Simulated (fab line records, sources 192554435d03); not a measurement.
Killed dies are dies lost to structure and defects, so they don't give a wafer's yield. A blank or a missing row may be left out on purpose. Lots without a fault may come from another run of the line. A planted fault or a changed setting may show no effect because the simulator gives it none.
Chamber matching | flow n5_finfet | N5_BEOL_M9_ETCH_65 on rie_diel-01: 4 sister chambers
The step etches SiARC in CF4, target depth 15.6 nm, time 26 s. 8 wafers are shown with their chamber, then 8 later ones without.

WAFERS WITH THEIR CHAMBER
wafer  | chamber | drypump_motor_current_A (A) | showerhead_plenum_p_Torr (Torr)
L081.1 | 2       | 5.1                         | 2.24
L082.2 | 0       | 6.2                         | 2.04
L082.3 | 1       | 6.4                         | 2.13
L082.5 | 1       | 6.4                         | 2.13
L089.4 | 2       | 5.1                         | 2.24
L089.5 | 3       | 6.0                         | 2.12
L089.6 | 0       | 6.2                         | 2.04
L094.1 | 3       | 5.9                         | 2.11

WAFERS WITHOUT THEIR CHAMBER
wafer  | drypump_motor_current_A (A) | showerhead_plenum_p_Torr (Torr)
L094.5 | 6.2                         | 2.04
L094.6 | 5.9                         | 2.11
L093.1 | 5.9                         | 2.11
L093.4 | 6.4                         | 2.12
L093.5 | 5.9                         | 2.11
L097.1 | 6.4                         | 2.12
L097.3 | 5.9                         | 2.11
L097.5 | 5.9                         | 2.11

WHICH CHAMBER EACH WENT THROUGH
wafer  | from the rows above | in truth
L094.5 | 0                   | 0
L094.6 | 3                   | 3
L093.1 | 3                   | 3
L093.4 | 1                   | 1
L093.5 | 3                   | 3
L097.1 | 1                   | 1
L097.3 | 3                   | 3
L097.5 | 3                   | 3
Placed correctly: 8 of 8. Can't be placed from these rows: 0. Placed wrongly: 0.
How it was worked out, from the rows above alone: a wafer's distance from a chamber is the root of the sum, over the readings, of the square of ((its reading less the chamber's mean) divided by the reading's scatter). The wafer belongs to the nearest chamber; if the next one is less than 2 further off, it can't be placed. A chamber's mean is the mean of its shown wafers. The scatter: the root of (the sum of the squares of (reading less its chamber's mean) over the shown wafers, divided by (wafers less chambers)).
